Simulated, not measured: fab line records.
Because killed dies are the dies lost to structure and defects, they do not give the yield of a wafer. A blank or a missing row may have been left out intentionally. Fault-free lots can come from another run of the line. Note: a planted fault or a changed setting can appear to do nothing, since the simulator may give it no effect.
fab line records	flow n5_finfet
record lots=10	wafers=27	last_day=18
route steps=1938 shown BEOL_M2@925 BEOL_M3@932 BEOL_M4@1111 PASSIVATION@1936
lots with no fault: from the same line, run without faults
start_h: the number of hours between the record's first day and the start of the first shown wafer of the lot	wait_h: hours elapsed since this lot's preceding step	" same as the row above	L1.1+2: several wafers, shown together as one row	- either no value or no given start	* or withheld: withheld	< > ~ a bound
route shown NAME@n: NAME is a module with steps in the file, n the number in the route of the first one	usual: average and standard deviation across the fault-free wafers	same: alike in all rows	chamber/n: place in a boat	sites: per-site readings	_std_site: standard deviation of those values	_edge_site: the outer-site mean with the inner-site mean subtracted	radius_mm: for every site, how far away it sits from the centre of the wafer	mask NAME#n: copy n	behind: the last tool/chamber to shape the wafer	hold: what put the lot on hold/how long, in hours/how the hold closed	device: transistor that didn't switch, given as n, p or np	end of line: the tests these same wafers got at the end of their route	step lacking rows: just its recipe	killed: the dies lost at the first sort to structure and to defects; this is not the yield of the wafer	map: the dies of a wafer, with x for killed, . for not killed, _ for no die there
set.NAME: setting as actually run; set.NAME@STEP: the setting as run at that earlier step	model.NAME: the simulator's own value behind a step, which no gauge read
route steps across a sampled set of lots; one table per step, one row per wafer
services: the hour from which a tool's chamber was out of use, counted from the record's first day as start_h (under 0 if before that day), plus the number of hours and why
## steps
# step N5_BEOL_M2_PRE_CLEAN_60
# recipe gas=NH3/H2	time_s=15	temp_c=*	rf_power_w=300
# usual heater_power_w=95/19
lot.wafer	tool	chamber	start_h	wait_h	heater_power_w
L368.3	cvd_co-02	2	142.13	0.0	103
L368.4	"	2	"	"	99
L368.6	"	1	"	"	91
L367.1	cvd_co-01	2	145.11	0.0	120
L367.2	"	1	"	"	107
L367.3	"	2	"	"	123
L370.3	cvd_co-01	0	154.56	0.0	70
L370.4	"	0	"	"	68
L370.6	"	2	"	"	122
L373.3	cvd_co-02	0	220.17	0.0	73
L373.4	"	1	"	"	88
L375.1	cvd_co-02	1	223.20	0.0	91
L375.5	"	2	"	"	102
L375.6	"	1	"	"	91
L377.1	cvd_co-01	2	226.30	0.1	125
L377.2	"	0	"	"	70
L377.4	"	2	"	"	124
L386.3	cvd_co-02	2	272.55	0.0	101
L386.4	"	2	"	"	103
L387.4	cvd_co-01	1	274.43	0.1	107
L387.5	"	2	"	"	124
L388.2	cvd_co-01	2	276.58	0.0	123
L388.5	"	0	"	"	68
L388.6	"	2	"	"	123
L390.2	cvd_co-01	1	299.73	0.0	107
L390.3	"	2	"	"	125
L390.5	"	2	"	"	125
# step N5_BEOL_M3_THK_MEAS_01
# recipe reads=SiOC_of_BEOL_M3_ILD_DEP_00
# usual M3_ILD_THK=79.1/1.2
lot.wafer	tool	chamber	start_h	wait_h	M3_ILD_THK[nm]
L368.3	film_metro-02	-	142.48	0.1	77.5
L368.4	"	-	"	"	78.9
L368.6	"	-	"	"	80.0
L367.1	film_metro-02	-	145.52	0.1	78.2
L367.2	"	-	"	"	80.7
L367.3	"	-	"	"	79.6
L370.3	film_metro-01	-	154.93	0.1	78.0
L370.4	"	-	"	"	79.7
L370.6	"	-	"	"	80.3
L373.3	film_metro-01	-	220.52	0.1	78.0
L373.4	"	-	"	"	78.8
L375.1	film_metro-02	-	223.55	0.0	78.5
L375.5	"	-	"	"	80.1
L375.6	"	-	"	"	79.0
L377.1	film_metro-02	-	226.65	0.0	76.9
L377.2	"	-	"	"	77.3
L377.4	"	-	"	"	79.4
L386.3	film_metro-02	-	272.94	0.1	79.4
L386.4	"	-	"	"	79.7
L387.4	film_metro-01	-	274.76	0.0	80.3
L387.5	"	-	"	"	79.9
L388.2	film_metro-02	-	276.93	0.1	77.6
L388.5	"	-	"	"	78.0
L388.6	"	-	"	"	78.2
L390.2	film_metro-02	-	300.11	0.1	78.3
L390.3	"	-	"	"	79.5
L390.5	"	-	"	"	81.1
# step N5_BEOL_M3_ETCH_74
# recipe chemistry=N2/H2	target=underlayer	target_depth_a=65	mask_material=CAR-EUV	time_s=5.2	ion_energy_ev=200	pressure_mtorr=30	source_w=840	bias_w=150	n2_flow_sccm=200	h2_flow_sccm=200	ends=cleared
# usual drypump_motor_current_A=5.6/0.45	etch_rf_on_time_s=5.14/0.14	oes_product_au=0.68/0.082	rf_vpp_V=525.0/2.8	showerhead_plenum_p_Torr=2.58/0.079	throttle_valve_pct=17.95/0.24
lot.wafer	tool	chamber	start_h	wait_h	drypump_motor_current_A	etch_rf_on_time_s	oes_product_au	rf_hours_counter_h	rf_vpp_V	showerhead_plenum_p_Torr	throttle_valve_pct
L368.3	rie_diel-01	2	145.20	0.0	5.5	5.11	0.63	197	528.2	2.62	18.00
L368.4	"	0	"	"	5.9	5.32	0.61	224	522.6	2.55	18.54
L368.6	"	1	"	"	5.2	5.39	0.59	-	528.4	2.64	18.13
L367.1	rie_diel-02	0	146.30	0.0	5.7	5.15	0.64	167	527.3	2.68	18.39
L367.2	"	1	"	"	5.8	5.03	0.63	164	523.9	2.53	17.76
L367.3	"	2	"	"	5.7	5.10	0.80	21	527.5	2.72	18.06
L370.3	rie_diel-06	2	157.92	0.0	6.2	4.86	0.61	204	524.3	2.63	17.79
L370.4	"	1	"	"	5.2	5.02	0.71	-	529.6	2.67	17.99
L370.6	"	0	"	"	5.5	5.09	0.81	-	522.7	2.49	17.69
L373.3	rie_diel-02	3	223.18	0.0	6.3	5.25	0.64	147	517.4	2.33	18.02
L373.4	"	1	"	"	5.8	5.04	0.63	180	525.9	2.53	17.80
L375.1	rie_diel-01	1	224.33	0.0	5.2	5.29	0.58	227	523.8	2.62	18.13
L375.5	"	1	"	"	5.2	5.34	0.57	-	525.4	2.63	18.17
L375.6	"	3	"	"	6.4	5.32	0.74	-	526.1	2.61	17.51
L377.1	rie_diel-06	3	228.02	0.0	5.1	5.09	0.80	23	521.0	2.51	17.81
L377.2	"	1	"	"	5.2	5.06	0.70	85	527.8	2.66	18.03
L377.4	"	1	"	"	5.2	5.09	0.69	-	528.5	2.66	18.07
L386.3	rie_diel-06	1	273.98	0.0	5.2	6.26	0.61	99	528.5	2.66	18.06
L386.4	"	2	"	"	6.2	4.95	0.59	243	524.6	2.61	17.86
L387.4	rie_diel-06	1	276.18	0.0	5.2	5.09	0.68	100	526.8	2.66	18.09
L387.5	"	2	"	"	6.2	6.13	0.52	-	524.5	2.61	17.84
L388.2	rie_diel-06	3	280.34	0.0	5.2	4.98	0.77	40	520.0	2.50	17.84
L388.5	"	1	"	"	5.2	6.19	0.59	-	527.3	2.65	18.06
L388.6	"	2	"	"	6.2	4.96	0.58	-	526.0	2.61	17.82
L390.2	rie_diel-02	3	300.78	0.0	6.3	5.16	0.64	149	518.8	2.33	18.02
L390.3	"	0	"	"	5.7	5.11	0.61	198	526.6	2.66	18.44
L390.5	"	0	"	"	5.7	5.13	0.61	-	527.3	2.66	18.46
# step N5_BEOL_M3_HM_OPEN_17
# recipe chemistry=Cl2/BCl3	target_depth_a=200	overetch_a=60	target=TiN	mask_material=SOC	ion_energy_ev=150	pressure_mtorr=10	icp_w=1000	bias_w=126	Cl2_flow_sccm=53.25	bcl3_flow_sccm=21.75	Ar_flow_sccm=25
# usual drypump_motor_current_A=5.6/0.46	he_backside_leak_sccm=3.4/0.42	oes_product_au=0.65/0.081	throttle_valve_pct=22.09/0.11
lot.wafer	tool	chamber	start_h	wait_h	drypump_motor_current_A	he_backside_leak_sccm	oes_product_au	rf_hours_counter_h	throttle_valve_pct
L368.3	rie_metal-03	1	145.44	0.1	6.0	3.3	0.68	-	22.06
L368.4	"	0	"	"	6.3	3.1	0.69	-	21.92
L368.6	"	0	"	"	6.3	3.3	0.68	-	21.90
L367.1	rie_metal-03	1	146.51	0.0	6.0	3.2	0.68	34	22.08
L367.2	"	0	"	"	6.3	3.3	0.69	32	21.90
L367.3	"	0	"	"	6.3	3.4	0.69	-	21.91
L370.3	rie_metal-03	1	158.17	0.1	6.0	3.3	0.67	-	22.06
L370.4	"	0	"	"	6.3	3.6	0.68	-	21.90
L370.6	"	0	"	"	6.3	3.8	0.68	-	21.92
L373.3	rie_metal-01	1	223.42	0.1	5.0	3.2	0.66	-	22.18
L373.4	"	0	"	"	5.5	3.6	0.52	-	22.17
L375.1	rie_metal-01	1	224.64	0.0	5.0	2.7	0.65	47	22.16
L375.5	"	0	"	"	5.5	3.4	0.53	-	22.16
L375.6	"	1	"	"	5.0	3.2	0.65	-	22.18
L377.1	rie_metal-02	0	228.38	0.1	5.3	3.4	0.73	23	21.99
L377.2	"	0	"	"	5.2	3.4	0.73	-	22.01
L377.4	"	0	"	"	5.3	3.3	0.72	-	22.02
L386.3	rie_metal-02	1	274.23	0.1	5.4	3.1	0.81	-	22.09
L386.4	"	0	"	"	5.2	3.3	0.72	-	22.02
L387.4	rie_metal-01	0	276.42	0.1	5.5	3.5	0.52	-	22.17
L387.5	"	1	"	"	5.0	3.4	0.64	-	22.16
L388.2	rie_metal-02	0	280.56	0.0	5.2	3.3	0.72	27	21.98
L388.5	"	1	"	"	5.4	3.0	0.83	-	22.05
L388.6	"	0	"	"	5.2	3.3	0.72	-	21.99
L390.2	rie_metal-02	0	300.99	0.0	5.2	4.2	0.72	27	22.01
L390.3	"	1	"	"	5.4	3.0	0.80	-	22.07
L390.5	"	0	"	"	5.3	3.4	0.72	-	21.99
# step N5_BEOL_M4_RC_MEAS_101
# usual DIBL_N=36.2/2.4	DIBL_P=36.2/2.6	IOFF_N=0.16/0.045	IOFF_P=0.21/0.046	ION_N=674/17	ION_P=463/11	SS_N=71.5/0.77	SS_P=73.1/0.76	VT_N=250/3.9	VT_P=-250/3.9
lot.wafer	tool	chamber	start_h	wait_h	DIBL_N[mV/V]	DIBL_P[mV/V]	IOFF_N[nA/um]	IOFF_P[nA/um]	ION_N[uA/um]	ION_P[uA/um]	SS_N[mV/dec]	SS_P[mV/dec]	VT_N[mV]	VT_P[mV]
L368.3	prober-02	0	162.94	0.3	32.4	31.4	0.10	0.13	667	456	69.5	71.9	254	-258
L368.4	"	0	"	"	30.5	28.2	0.07	0.10	649	448	69.5	70.9	261	-261
L368.6	"	0	"	"	37.0	37.0	0.18	0.20	678	463	71.2	73.7	249	-252
L367.1	prober-02	0	165.46	0.0	39.4	39.7	0.20	0.27	685	474	72.3	73.8	249	-244
L367.2	"	0	"	"	37.9	38.3	0.16	0.24	692	480	71.5	72.9	249	-249
L367.3	"	0	"	"	40.5	40.5	0.22	0.30	695	473	71.9	74.1	247	-245
L370.3	prober-01	0	178.94	0.3	36.5	38.4	0.18	0.25	678	464	71.1	73.2	247	-246
L370.4	"	0	"	"	37.6	38.5	0.20	0.26	701	476	71.8	73.6	245	-246
L370.6	"	0	"	"	35.0	35.3	0.13	0.19	649	453	70.9	72.6	255	-250
L373.3	prober-02	0	238.88	0.3	36.6	37.4	0.16	0.21	689	469	71.8	73.1	249	-250
L373.4	"	0	"	"	36.7	37.1	0.17	0.20	683	461	71.7	73.0	249	-253
L375.1	prober-02	0	240.71	0.0	37.0	38.8	0.17	0.20	672	458	71.5	72.0	248	-249
L375.5	"	0	"	"	35.3	36.0	0.12	0.16	641	444	71.7	72.7	255	-256
L375.6	"	0	"	"	33.9	35.8	0.12	0.17	678	461	70.7	72.2	252	-253
L377.1	prober-02	0	245.65	0.0	34.9	35.3	0.14	0.21	678	467	71.3	72.5	250	-248
L377.2	"	0	"	"	37.4	36.0	0.19	0.22	669	460	72.6	73.1	248	-251
L377.4	"	0	"	"	36.3	35.8	0.16	0.22	669	461	71.0	73.3	248	-249
L386.3	prober-01	0	292.39	0.3	37.1	35.9	0.18	0.22	680	471	71.7	73.4	252	-249
L386.4	"	0	"	"	35.1	34.9	0.14	0.21	660	455	72.4	72.9	251	-246
L387.4	prober-02	0	294.80	0.5	39.2	37.5	0.26	0.23	690	461	73.8	73.2	243	-248
L387.5	"	0	"	"	37.5	37.9	0.20	0.23	688	468	72.0	73.8	243	-248
L388.2	prober-01	0	300.46	0.2	34.8	33.8	0.12	0.17	681	468	71.7	72.6	251	-254
L388.5	"	0	"	"	37.0	35.0	0.15	0.19	644	444	71.8	72.1	253	-253
L388.6	"	0	"	"	40.3	41.5	0.24	0.32	707	482	72.2	73.8	243	-244
L390.2	prober-01	0	319.56	0.9	33.8	34.0	0.13	0.21	661	458	71.6	72.5	253	-248
L390.3	"	0	"	"	38.3	38.9	0.21	0.28	687	475	71.9	73.3	247	-245
L390.5	"	0	"	"	32.8	33.3	0.12	0.19	688	477	72.0	71.6	253	-250
# step N5_PASSIVATION_PROBE_49
# usual defect_limited_yield=91.2/1.4	killed_at_M0_to_M3=33/9.5	killed_at_M4_up=13/4.7	killed_at_contacts=11/5.3	killed_at_front_end=42/12	killed_at_other=5/3.3	killed_dies=104/17	killed_open=67/12	killed_short=33/7.7	sort_bin_5_function=5.1/0.94	sort_bin_6_memory=3.3/0.67	sort_bin_8_speed=0.1/1.3	sort_n_pass=1074/24	sort_yield_pct=91.1/2
# same gross_dies=1180	killed_at_back_side=0	sort_bin_4_leakage[%]=0
lot.wafer	tool	chamber	start_h	wait_h	defect_limited_yield[%]	killed_at_M0_to_M3	killed_at_M4_up	killed_at_contacts	killed_at_front_end	killed_at_other	killed_dies	killed_open	killed_short	sort_bin_5_function[%]	sort_bin_6_memory[%]	sort_bin_8_speed[%]	sort_n_pass	sort_yield_pct[%]
L368.3	prober-01	-	241.67	0.1	90.8	37	16	10	41	5	109	68	36	5.5	3.3	0	1071	90.8
L368.4	prober-01	-	241.72	0.2	92.6	38	10	12	23	4	87	61	23	4.4	2.7	0.1	1092	92.5
L368.6	prober-01	-	241.82	0.3	91.6	28	18	17	33	3	99	69	25	4.8	3.0	0.1	1081	91.6
L370.3	prober-01	-	262.26	0.1	91.2	39	22	6	34	3	104	65	32	4.7	3.3	0	1076	91.2
L370.4	prober-01	-	262.31	0.2	91.8	36	9	9	31	12	97	60	36	4.5	3.6	0	1083	91.8
L370.6	prober-01	-	262.41	0.3	90.0	53	18	9	26	12	118	73	45	5.6	3.8	0	1062	90.0
L375.1	prober-02	-	345.58	0.0	89.0	37	19	14	55	5	130	91	33	6.2	4.4	0	1050	89.0
L375.5	prober-02	-	345.78	0.2	89.1	34	15	26	47	7	129	86	31	6.5	4.2	0.3	1048	88.8
L375.6	prober-02	-	345.83	0.3	89.3	28	23	15	57	3	126	85	38	6.3	4.0	0	1054	89.3
L373.3	prober-01	-	366.75	0.1	92.2	28	11	7	43	3	92	57	25	4.0	3.1	0	1088	92.2
L373.4	prober-01	-	366.80	0.2	90.8	40	15	5	46	3	109	74	32	5.0	4.0	0	1071	90.8
L377.1	prober-01	-	371.56	0.0	91.7	25	11	10	49	3	98	61	34	4.4	3.7	0	1082	91.7
L377.2	prober-01	-	371.61	0.1	90.0	39	17	5	52	5	118	72	38	6.4	2.8	0	1062	90.0
L377.4	prober-01	-	371.71	0.2	88.9	33	28	15	49	6	131	86	43	6.3	4.4	0	1049	88.9
L386.3	prober-01	-	398.97	0.1	92.5	32	8	6	33	10	89	57	32	4.8	2.5	0	1091	92.5
L386.4	prober-01	-	399.02	0.2	93.9	25	12	5	24	6	72	52	19	3.6	2.3	0	1108	93.9
L387.4	prober-02	-	407.04	0.2	92.9	18	4	17	42	3	84	54	20	3.6	2.5	0	1096	92.9
L387.5	prober-02	-	407.09	0.2	92.2	37	5	4	40	6	92	60	19	3.7	2.8	0	1088	92.2
L390.2	prober-02	-	432.34	0.1	90.2	35	13	9	50	9	116	79	33	6.5	3.2	0	1064	90.2
L390.3	prober-02	-	432.39	0.1	89.8	28	10	27	52	3	120	86	33	5.3	4.5	0	1060	89.8
L390.5	prober-02	-	432.49	0.2	91.8	32	8	9	37	11	97	61	36	5.8	2.3	0	1083	91.8
# killed by level:class
L368.3 BEOL_M2:geometric_particle:open=16 FIN_SAQP:geometric_particle:open=12 MOL_CONTACT_COAG:geometric_particle:open=8 FIN_SAQP:geometric_particle:short=7 BEOL_M4:geometric_particle:open=6 BEOL_M0_SAQP:geometric_particle:short=6 BEOL_M3:geometric_particle:open=5 BEOL_M6:geometric_particle:open=4
L368.4 BEOL_M1:geometric_particle:open=13 MOL_CONTACT_COAG:geometric_particle:open=11 FIN_SAQP:geometric_particle:open=5 BEOL_M0_SAQP:geometric_particle:open=5 STI_FIN_REVEAL:geometric_particle:open=5 BEOL_M0_SAQP:geometric_particle:short=5 BEOL_M2:geometric_particle:open=5 BEOL_M4:geometric_particle:open=5
L368.6 MOL_CONTACT_COAG:geometric_particle:open=15 BEOL_M0_SAQP:geometric_particle:short=9 FIN_SAQP:geometric_particle:open=8 BEOL_M2:geometric_particle:open=7 BEOL_M0_SAQP:geometric_particle:open=6 DUMMY_GATE:geometric_particle:open=5 BEOL_M5:geometric_particle:open=5 HKMG_FIN:area_etch=4
L370.3 BEOL_M1:geometric_particle:open=8 BEOL_M3:geometric_particle:open=8 BEOL_M0_SAQP:geometric_particle:open=7 BEOL_M0_SAQP:geometric_particle:short=7 BEOL_M4:geometric_particle:open=7 FIN_SAQP:geometric_particle:open=5 GATE_CUT:geometric_particle:short=5 FIN_SAQP:geometric_particle:short=4
L370.4 BEOL_M0_SAQP:geometric_particle:open=9 FIN_SAQP:geometric_particle:open=8 BEOL_M2:geometric_particle:open=8 MOL_CONTACT_COAG:geometric_particle:open=7 GATE_CUT:geometric_particle:short=6 FIN_SAQP:geometric_particle:short=5 BEOL_M0_SAQP:geometric_particle:short=5 BEOL_M1:geometric_particle:open=4
L370.6 BEOL_M0_SAQP:geometric_particle:open=14 BEOL_M0_SAQP:geometric_particle:short=12 BEOL_M1:geometric_particle:short=8 BEOL_M3:geometric_particle:open=8 MOL_CONTACT_COAG:geometric_particle:open=7 BEOL_M1:geometric_particle:open=6 PASS1_CAP:geometric_particle:short=6 FIN_SAQP:geometric_particle:short=5
L375.1 FIN_SAQP:geometric_particle:open=16 BEOL_M0_SAQP:geometric_particle:open=12 MOL_CONTACT_COAG:geometric_particle:open=11 DUMMY_GATE:geometric_particle:open=9 GATE_CUT:geometric_particle:open=7 FIN_SAQP:geometric_particle:short=5 GATE_CUT:geometric_particle:short=5 BEOL_M0_SAQP:geometric_particle:short=5
L375.5 MOL_CONTACT_COAG:geometric_particle:open=23 BEOL_M0_SAQP:geometric_particle:open=15 FIN_SAQP:geometric_particle:open=10 BEOL_M0_SAQP:geometric_particle:short=10 STI_FIN_REVEAL:geometric_particle:open=7 GATE_CUT:geometric_particle:short=7 DUMMY_GATE:geometric_particle:open=6 DUMMY_GATE:geometric_particle:short=4
L375.6 FIN_SAQP:geometric_particle:short=18 FIN_SAQP:geometric_particle:open=14 MOL_CONTACT_COAG:geometric_particle:open=12 BEOL_M5:geometric_particle:open=10 DUMMY_GATE:geometric_particle:open=8 BEOL_M0_SAQP:geometric_particle:open=8 BEOL_M3:geometric_particle:open=7 BEOL_M0_SAQP:geometric_particle:short=6
L373.3 BEOL_M2:geometric_particle:open=13 HKMG_FIN:area_etch=8 FIN_SAQP:geometric_particle:open=6 DUMMY_GATE:geometric_particle:open=6 FIN_SAQP:geometric_particle:short=5 STI_FIN_REVEAL:geometric_particle:open=4 MOL_CONTACT_COAG:geometric_particle:open=4 GATE_CUT:geometric_particle:open=3
L373.4 STI_FIN_REVEAL:geometric_particle:open=17 BEOL_M2:geometric_particle:open=16 STI_FIN_REVEAL:geometric_particle:short=5 BEOL_M1:geometric_particle:open=5 BEOL_M5:geometric_particle:open=5 GATE_CUT:geometric_particle:short=4 MOL_CONTACT_COAG:geometric_particle:open=4 BEOL_M0_SAQP:geometric_particle:short=4
L377.1 FIN_SAQP:geometric_particle:open=16 FIN_SAQP:geometric_particle:short=10 BEOL_M0_SAQP:geometric_particle:short=9 MOL_CONTACT_COAG:geometric_particle:open=9 DUMMY_GATE:geometric_particle:open=6 BEOL_M3:geometric_particle:open=6 BEOL_M4:geometric_particle:open=4 GATE_CUT:geometric_particle:open=3
L377.2 FIN_SAQP:geometric_particle:open=13 BEOL_M0_SAQP:geometric_particle:open=12 FIN_SAQP:geometric_particle:short=11 BEOL_M0_SAQP:geometric_particle:short=10 BEOL_M3:geometric_particle:open=8 BEOL_M4:geometric_particle:open=6 HKMG_FIN:area_etch=6 STI_FIN_REVEAL:geometric_particle:open=5
L377.4 FIN_SAQP:geometric_particle:open=15 MOL_CONTACT_COAG:geometric_particle:open=13 BEOL_M4:geometric_particle:open=12 FIN_SAQP:geometric_particle:short=10 BEOL_M5:geometric_particle:open=8 BEOL_M0_SAQP:geometric_particle:short=8 STI_FIN_REVEAL:geometric_particle:open=7 BEOL_M0_SAQP:geometric_particle:open=7
L386.3 GATE_CUT:geometric_particle:short=9 BEOL_M0_SAQP:geometric_particle:open=8 STI_FIN_REVEAL:geometric_particle:open=7 FIN_SAQP:geometric_particle:short=6 MOL_CONTACT_COAG:geometric_particle:open=5 BEOL_M0_SAQP:geometric_particle:short=5 BEOL_M1:geometric_particle:open=5 BEOL_M2:geometric_particle:open=5
L386.4 STI_FIN_REVEAL:geometric_particle:open=7 BEOL_M3:geometric_particle:open=7 BEOL_M0_SAQP:geometric_particle:short=6 BEOL_M0_SAQP:geometric_particle:open=5 MOL_CONTACT_COAG:geometric_particle:open=5 FIN_SAQP:geometric_particle:short=4 BEOL_M4:geometric_particle:open=4 GATE_CUT:geometric_particle:open=3
L387.4 MOL_CONTACT_COAG:geometric_particle:open=15 DUMMY_GATE:geometric_particle:open=12 HKMG_FIN:area_etch=10 STI_FIN_REVEAL:geometric_particle:open=6 BEOL_M3:geometric_particle:open=5 FIN_SAQP:geometric_particle:short=4 FIN_SAQP:geometric_particle:open=3 BEOL_M2:geometric_particle:open=3
L387.5 HKMG_FIN:area_etch=12 BEOL_M1:geometric_particle:open=10 BEOL_M0_SAQP:geometric_particle:open=9 BEOL_M2:geometric_particle:open=6 DUMMY_GATE:geometric_particle:open=5 STARTING-WAFER:geometric_particle:open=5 FIN_SAQP:geometric_particle:short=4 STI_FIN_REVEAL:geometric_particle:open=4
L390.2 STI_FIN_REVEAL:geometric_particle:open=17 FIN_SAQP:geometric_particle:open=11 MOL_CONTACT_COAG:geometric_particle:open=8 BEOL_M3:geometric_particle:open=8 BEOL_M3:geometric_particle:short=7 BEOL_M2:geometric_particle:open=6 GATE_CUT:geometric_particle:short=5 BEOL_M0_SAQP:geometric_particle:short=5
L390.3 MOL_CONTACT_COAG:geometric_particle:open=21 STI_FIN_REVEAL:geometric_particle:open=16 FIN_SAQP:geometric_particle:open=10 FIN_SAQP:geometric_particle:short=9 BEOL_M4:geometric_particle:open=7 BEOL_M3:geometric_particle:open=6 MOL_CONTACT_COAG:geometric_particle:short=6 GATE_CUT:geometric_particle:short=5
L390.5 BEOL_M3:geometric_particle:open=15 FIN_SAQP:geometric_particle:short=10 FIN_SAQP:geometric_particle:open=9 MOL_CONTACT_COAG:geometric_particle:open=8 GATE_CUT:geometric_particle:short=5 BEOL_M0_SAQP:geometric_particle:short=4 DUMMY_GATE:geometric_particle:open=3 BEOL_M0_SAQP:geometric_particle:open=3
## services
tool	chamber	start_h	hours	kind
rie_diel-01	0	121.21	7.5	repair
rie_diel-06	0	123.19	-	clean
rie_diel-06	0	123.19	-	consumable_replace:focus_ring
rie_diel-06	0	123.19	19.6	scheduled_down
rie_diel-06	0	123.19	19.6	vent_cycle
rie_metal-01	-	133.84	1.4	pm
rie_metal-01	-	143.50	28.1	pm
cvd_co-01	0	144.42	9.9	repair
rie_diel-01	3	148.32	7.9	repair
rie_diel-06	3	154.22	-	clean
rie_diel-06	3	154.22	-	consumable_replace:focus_ring
rie_diel-06	3	154.22	12.6	scheduled_down
cvd_co-01	-	163.59	6.0	pm
rie_diel-02	1	196.13	24.9	repair
rie_diel-01	2	218.89	6.3	repair
rie_diel-06	2	227.39	4.3	repair
cvd_co-01	-	232.54	6.9	pm
rie_diel-06	1	244.69	4.1	repair
cvd_co-01	2	245.96	4.6	repair
rie_metal-03	1	246.36	9.8	repair
cvd_co-01	1	249.75	18.6	repair
cvd_co-02	2	278.33	24.8	repair
rie_diel-01	3	282.73	4.1	repair
cvd_co-02	-	283.05	0.7	repair
## key
first_sign step=N5_BEOL_M3_ETCH_74	reading=etch_rf_on_time_s	direction=up	sigmas=7.5	usual=*	struck=*
effect none on later readings
met_at N5_BEOL_M3_ETCH_74
struck_lots L386,L387,L388
struck_wafers L386.3,L387.5,L388.5
baseline_loss step=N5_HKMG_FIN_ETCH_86	wafers=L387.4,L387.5
not_acting_at N5_BEOL_M2_PRE_CLEAN_60,N5_BEOL_M3_THK_MEAS_01,N5_BEOL_M3_HM_OPEN_17
onset_between 228.02 273.98
fault kind=process_parameter_drift	tool=rie_diel-06	chamber=-	onset_h=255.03	steps=N5_BEOL_M3_ETCH_74	channel=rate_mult	offset=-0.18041	shape=step	end_h=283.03	scope=struck_wafers_only
# baseline_loss: these wafers lose ten dies or more at that step, a loss of the line's own and not of a fault; the sort's usual values leave them out
